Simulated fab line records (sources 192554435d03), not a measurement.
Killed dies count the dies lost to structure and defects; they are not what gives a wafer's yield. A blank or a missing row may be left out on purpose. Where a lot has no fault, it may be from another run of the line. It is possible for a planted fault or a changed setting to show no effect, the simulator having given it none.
Matching of chambers / flow n5-finfet / rie-diel-01 running N5_BEOL_M9_DESCUM_33: 4 sister chambers
The step chemistry O2, time 7 s. 18 wafers are shown with their chamber, then 9 later ones without.

== WAFERS PAIRED WITH THEIR CHAMBERS ==
wafer=L080.1; chamber=3; throttle-valve-pct (%)=20.54; drypump-motor-current-A (A)=5.8; showerhead-plenum-p-Torr (Torr)=2.01
wafer=L080.2; chamber=0; throttle-valve-pct (%)=20.57; drypump-motor-current-A (A)=5.3; showerhead-plenum-p-Torr (Torr)=2.15
wafer=L080.4; chamber=2; throttle-valve-pct (%)=20.71; drypump-motor-current-A (A)=6.3; showerhead-plenum-p-Torr (Torr)=2.10
wafer=L081.2; chamber=0; throttle-valve-pct (%)=20.59; drypump-motor-current-A (A)=5.3; showerhead-plenum-p-Torr (Torr)=2.15
wafer=L081.5; chamber=3; throttle-valve-pct (%)=20.52; drypump-motor-current-A (A)=5.8; showerhead-plenum-p-Torr (Torr)=2.01
wafer=L081.6; chamber=0; throttle-valve-pct (%)=20.55; drypump-motor-current-A (A)=5.3; showerhead-plenum-p-Torr (Torr)=2.15
wafer=L090.1; chamber=2; throttle-valve-pct (%)=20.75; drypump-motor-current-A (A)=6.3; showerhead-plenum-p-Torr (Torr)=2.09
wafer=L090.2; chamber=3; throttle-valve-pct (%)=20.56; drypump-motor-current-A (A)=5.8; showerhead-plenum-p-Torr (Torr)=2.01
wafer=L090.3; chamber=1; throttle-valve-pct (%)=20.00; drypump-motor-current-A (A)=6.0; showerhead-plenum-p-Torr (Torr)=2.10
wafer=L090.4; chamber=0; throttle-valve-pct (%)=20.59; drypump-motor-current-A (A)=5.2; showerhead-plenum-p-Torr (Torr)=2.15
wafer=L090.5; chamber=2; throttle-valve-pct (%)=20.74; drypump-motor-current-A (A)=6.3; showerhead-plenum-p-Torr (Torr)=2.09
wafer=L090.6; chamber=1; throttle-valve-pct (%)=19.99; drypump-motor-current-A (A)=6.0; showerhead-plenum-p-Torr (Torr)=2.10
wafer=L091.1; chamber=1; throttle-valve-pct (%)=20.02; drypump-motor-current-A (A)=6.0; showerhead-plenum-p-Torr (Torr)=2.10
wafer=L091.2; chamber=2; throttle-valve-pct (%)=20.73; drypump-motor-current-A (A)=6.2; showerhead-plenum-p-Torr (Torr)=2.09
wafer=L091.6; chamber=0; throttle-valve-pct (%)=20.60; drypump-motor-current-A (A)=5.3; showerhead-plenum-p-Torr (Torr)=2.14
wafer=L093.2; chamber=2; throttle-valve-pct (%)=20.75; drypump-motor-current-A (A)=6.3; showerhead-plenum-p-Torr (Torr)=2.09
wafer=L093.4; chamber=0; throttle-valve-pct (%)=20.60; drypump-motor-current-A (A)=5.2; showerhead-plenum-p-Torr (Torr)=2.14
wafer=L093.5; chamber=3; throttle-valve-pct (%)=20.56; drypump-motor-current-A (A)=5.8; showerhead-plenum-p-Torr (Torr)=2.00

SIGNATURES (averages over the wafers above)
reading=throttle-valve-pct; chamber 0=20.5833; chamber 1=20.0033; chamber 2=20.7360; chamber 3=20.5450; scatter within a chamber=0.0182
reading=drypump-motor-current-A; chamber 0=5.267; chamber 1=6.000; chamber 2=6.280; chamber 3=5.800; scatter within a chamber=0.039
reading=showerhead-plenum-p-Torr; chamber 0=2.1467; chamber 1=2.1000; chamber 2=2.0920; chamber 3=2.0075; scatter within a chamber=0.00454
Rule: for a wafer and a chamber, the distance is found by dividing, reading by reading, the gap between the wafer's reading and the chamber's mean by the reading's scatter, squaring, summing and taking the root. If the next closest chamber is less than 2 further off than the closest, the wafer can't be placed; otherwise it belongs to the closest. How the scatter is found: for the shown wafers, subtract from each reading the mean of its chamber, square and add these, divide the total by (wafers less chambers), then take the root.

== WAFERS WITH NO CHAMBER GIVEN ==
wafer=L096.1; throttle-valve-pct (%)=20.57; drypump-motor-current-A (A)=5.8; showerhead-plenum-p-Torr (Torr)=2.00
wafer=L096.2; throttle-valve-pct (%)=20.61; drypump-motor-current-A (A)=5.3; showerhead-plenum-p-Torr (Torr)=2.14
wafer=L096.3; throttle-valve-pct (%)=20.02; drypump-motor-current-A (A)=6.0; showerhead-plenum-p-Torr (Torr)=2.10
wafer=L096.4; throttle-valve-pct (%)=20.75; drypump-motor-current-A (A)=6.3; showerhead-plenum-p-Torr (Torr)=2.09
wafer=L096.5; throttle-valve-pct (%)=20.01; drypump-motor-current-A (A)=6.0; showerhead-plenum-p-Torr (Torr)=2.10
wafer=L096.6; throttle-valve-pct (%)=20.60; drypump-motor-current-A (A)=5.3; showerhead-plenum-p-Torr (Torr)=2.14
wafer=L097.1; throttle-valve-pct (%)=20.02; drypump-motor-current-A (A)=6.0; showerhead-plenum-p-Torr (Torr)=2.10
wafer=L097.3; throttle-valve-pct (%)=20.58; drypump-motor-current-A (A)=5.8; showerhead-plenum-p-Torr (Torr)=2.00
wafer=L097.5; throttle-valve-pct (%)=20.03; drypump-motor-current-A (A)=6.0; showerhead-plenum-p-Torr (Torr)=2.10

== WHICH CHAMBER EACH ONE RAN IN ==
wafer=L096.1; from the rows above=3; in truth=3
wafer=L096.2; from the rows above=0; in truth=0
wafer=L096.3; from the rows above=1; in truth=1
wafer=L096.4; from the rows above=2; in truth=2
wafer=L096.5; from the rows above=1; in truth=1
wafer=L096.6; from the rows above=0; in truth=0
wafer=L097.1; from the rows above=1; in truth=1
wafer=L097.3; from the rows above=3; in truth=3
wafer=L097.5; from the rows above=1; in truth=1
Correctly placed: 9 of 9. Left unplaced by these rows: 0. Wrongly placed: 0.
